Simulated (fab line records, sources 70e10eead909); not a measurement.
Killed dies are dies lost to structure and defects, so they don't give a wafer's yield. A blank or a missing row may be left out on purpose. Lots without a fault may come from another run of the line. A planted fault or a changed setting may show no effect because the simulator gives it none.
Chamber matching | flow nand_harc | NHARC_A_BLC_STRIP_21 on rie_diel-01: 4 sister chambers
The step strips in O2. 16 wafers are shown with their chamber, then 8 later ones without.

WAFERS WITH THEIR CHAMBER
wafer  | chamber | drypump_motor_current_A (A) | oes_product_au (a.u.) | rf_vpp_V (V)
L080.1 | 0       | 4.9                         | 1.018                 | 58.5
L080.4 | 2       | 5.7                         | 0.989                 | 59.2
L080.5 | 2       | 5.7                         | 0.988                 | 58.2
L084.1 | 0       | 4.9                         | 1.007                 | 58.2
L084.3 | 2       | 5.7                         | 0.990                 | 57.8
L084.6 | 1       | 5.2                         | 0.996                 | 58.3
L081.4 | 2       | 5.7                         | 0.987                 | 59.4
L081.5 | 2       | 5.7                         | 0.985                 | 58.7
L081.6 | 3       | 5.8                         | 1.001                 | 57.3
L085.3 | 3       | 5.8                         | 1.005                 | 58.2
L085.4 | 2       | 5.7                         | 0.989                 | 58.5
L085.6 | 0       | 4.9                         | 1.005                 | 57.9
L087.1 | 1       | 5.2                         | 0.980                 | 58.3
L087.3 | 0       | 4.8                         | 0.997                 | 58.8
L087.5 | 1       | 5.2                         | 0.985                 | 55.6
L089.1 | 0       | 4.9                         | 0.987                 | 57.1

SIGNATURES (means of the wafers above)
reading                 | chamber 0 | chamber 1 | chamber 2 | chamber 3 | scatter within a chamber
drypump_motor_current_A | 4.880     | 5.200     | 5.700     | 5.800     | 0.0258
oes_product_au          | 1.00280   | 0.98700   | 0.98800   | 1.00300   | 0.00761
rf_vpp_V                | 58.100    | 57.400    | 58.633    | 57.750    | 0.855
Rule: a wafer's distance from a chamber is the root of the sum, over the readings, of the square of ((its reading less the chamber's mean) divided by the reading's scatter). The wafer belongs to the nearest chamber; if the next one is less than 2 further off, it can't be placed. The scatter: the root of (the sum of the squares of (reading less its chamber's mean) over the shown wafers, divided by (wafers less chambers)).

WAFERS WITHOUT THEIR CHAMBER
wafer  | drypump_motor_current_A (A) | oes_product_au (a.u.) | rf_vpp_V (V)
L089.2 | 5.2                         | 0.998                 | 55.5
L089.5 | 5.2                         | 0.988                 | 56.9
L094.1 | 5.2                         | 1.015                 | 58.7
L094.4 | 4.9                         | 0.991                 | 57.9
L094.6 | 5.7                         | 0.977                 | 58.2
L097.1 | 5.7                         | 0.989                 | 57.8
L097.2 | 5.2                         | 1.012                 | 56.9
L097.6 | 5.2                         | 1.003                 | 58.9

WHICH CHAMBER EACH WENT THROUGH
wafer  | from the rows above | in truth
L089.2 | 1                   | 1
L089.5 | 1                   | 1
L094.1 | 1                   | 1
L094.4 | 0                   | 0
L094.6 | 2                   | 2
L097.1 | 2                   | 2
L097.2 | 1                   | 1
L097.6 | 1                   | 1
Placed correctly: 8 of 8. Can't be placed from these rows: 0. Placed wrongly: 0.
